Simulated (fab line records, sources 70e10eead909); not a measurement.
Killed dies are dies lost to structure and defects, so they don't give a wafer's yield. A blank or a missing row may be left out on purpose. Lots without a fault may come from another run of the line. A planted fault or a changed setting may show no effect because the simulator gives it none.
Chamber matching | flow nand_harc | NHARC_A_WL_FILL_CMP_12 on cmp-04: 4 sister chambers
The step polishes, t overpolish 30 s, target thk 100 nm. 14 wafers are shown with their chamber, then 7 later ones without.

WAFERS WITH THEIR CHAMBER
wafer  | chamber | motor_current_A (A) | overpolish_run_s (s) | time_to_endpoint_s (s)
L075.1 | 0       | 10.0                | 29.994               | 17.1
L075.3 | 2       | 12.5                | 30.010               | 16.0
L075.5 | 1       | 16.8                | 29.979               | 17.3
L077.2 | 1       | 15.6                | 29.998               | 21.5
L077.3 | 2       | 12.0                | 30.003               | 18.4
L077.6 | 0       | 10.0                | 29.978               | 22.6
L078.1 | 0       | 9.7                 | 29.989               | 20.0
L078.2 | 3       | 12.2                | 30.007               | 21.7
L078.3 | 2       | 12.6                | 30.000               | 18.9
L080.1 | 2       | 12.4                | 30.007               | 21.8
L080.4 | 0       | 9.3                 | 29.993               | 18.4
L080.6 | 2       | 12.1                | 30.018               | 23.4
L088.1 | 0       | 10.1                | 30.008               | 19.6
L088.4 | 3       | 12.4                | 30.006               | 19.8

SIGNATURES (means of the wafers above)
reading            | chamber 0 | chamber 1 | chamber 2 | chamber 3 | scatter within a chamber
motor_current_A    | 9.820     | 16.200    | 12.320    | 12.300    | 0.379
overpolish_run_s   | 29.99240  | 29.98850  | 30.00760  | 30.00650  | 0.00916
time_to_endpoint_s | 19.540    | 19.400    | 19.700    | 20.750    | 2.48
Rule: a wafer's distance from a chamber is the root of the sum, over the readings, of the square of ((its reading less the chamber's mean) divided by the reading's scatter). The wafer belongs to the nearest chamber; if the next one is less than 2 further off, it can't be placed. The scatter: the root of (the sum of the squares of (reading less its chamber's mean) over the shown wafers, divided by (wafers less chambers)).

WAFERS WITHOUT THEIR CHAMBER
wafer  | motor_current_A (A) | overpolish_run_s (s) | time_to_endpoint_s (s)
L088.5 | 12.0                | 29.996               | 18.9
L093.1 | 12.1                | 30.000               | 26.6
L093.2 | 15.5                | 30.005               | 19.2
L093.4 | 12.3                | 30.010               | 22.4
L094.2 | 16.3                | 30.005               | 18.1
L094.4 | 13.0                | 30.005               | 21.6
L094.5 | 15.8                | 30.010               | 20.0

WHICH CHAMBER EACH WENT THROUGH
wafer  | from the rows above     | in truth
L088.5 | can't be placed: 2 or 3 | 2
L093.1 | can't be placed: 3 or 2 | 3
L093.2 | 1                       | 1
L093.4 | can't be placed: 3 or 2 | 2
L094.2 | 1                       | 1
L094.4 | can't be placed: 3 or 2 | 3
L094.5 | 1                       | 1
Placed correctly: 3 of 7. Can't be placed from these rows: 4 (the true chamber is among the candidates in 4). Placed wrongly: 0.
